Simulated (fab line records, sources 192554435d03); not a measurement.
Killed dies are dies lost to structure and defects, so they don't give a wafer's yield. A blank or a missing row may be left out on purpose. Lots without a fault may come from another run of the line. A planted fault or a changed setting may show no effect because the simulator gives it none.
Chamber matching | flow n5_finfet | N5_BEOL_M3_DEP_57 on pecvd-02: 3 sister chambers
The step deposits SiCN from 3MS/NH3, target thk 8 nm, time 14 s. 6 wafers are shown with their chamber, then 10 later ones without.

WAFERS WITH THEIR CHAMBER
wafer  | chamber | throttle_valve_pct (%) | showerhead_plenum_p_Torr (Torr)
L086.2 | 0       | 9.8                    | 3.690
L086.5 | 0       | 9.6                    | 3.685
L089.2 | 1       | 9.0                    | 3.658
L089.5 | 2       | 8.6                    | 3.660
L087.1 | 1       | 9.0                    | 3.659
L087.2 | 2       | 8.4                    | 3.657

WAFERS WITHOUT THEIR CHAMBER
wafer  | throttle_valve_pct (%) | showerhead_plenum_p_Torr (Torr)
L087.5 | 9.3                    | 3.655
L090.4 | 9.2                    | 3.667
L090.5 | 8.3                    | 3.654
L090.6 | 9.6                    | 3.680
L094.1 | 9.5                    | 3.663
L094.2 | 8.2                    | 3.654
L094.6 | 9.3                    | 3.654
L097.1 | 9.9                    | 3.687
L097.2 | 9.2                    | 3.660
L097.4 | 9.8                    | 3.681

WHICH CHAMBER EACH WENT THROUGH
wafer  | from the rows above | in truth
L087.5 | 1                   | 1
L090.4 | 1                   | 1
L090.5 | 2                   | 2
L090.6 | 0                   | 0
L094.1 | 1                   | 1
L094.2 | 2                   | 2
L094.6 | 1                   | 1
L097.1 | 0                   | 0
L097.2 | 1                   | 1
L097.4 | 0                   | 0
Placed correctly: 10 of 10. Can't be placed from these rows: 0. Placed wrongly: 0.
How it was worked out, from the rows above alone: a wafer's distance from a chamber is the root of the sum, over the readings, of the square of ((its reading less the chamber's mean) divided by the reading's scatter). The wafer belongs to the nearest chamber; if the next one is less than 2 further off, it can't be placed. A chamber's mean is the mean of its shown wafers. The scatter: the root of (the sum of the squares of (reading less its chamber's mean) over the shown wafers, divided by (wafers less chambers)).
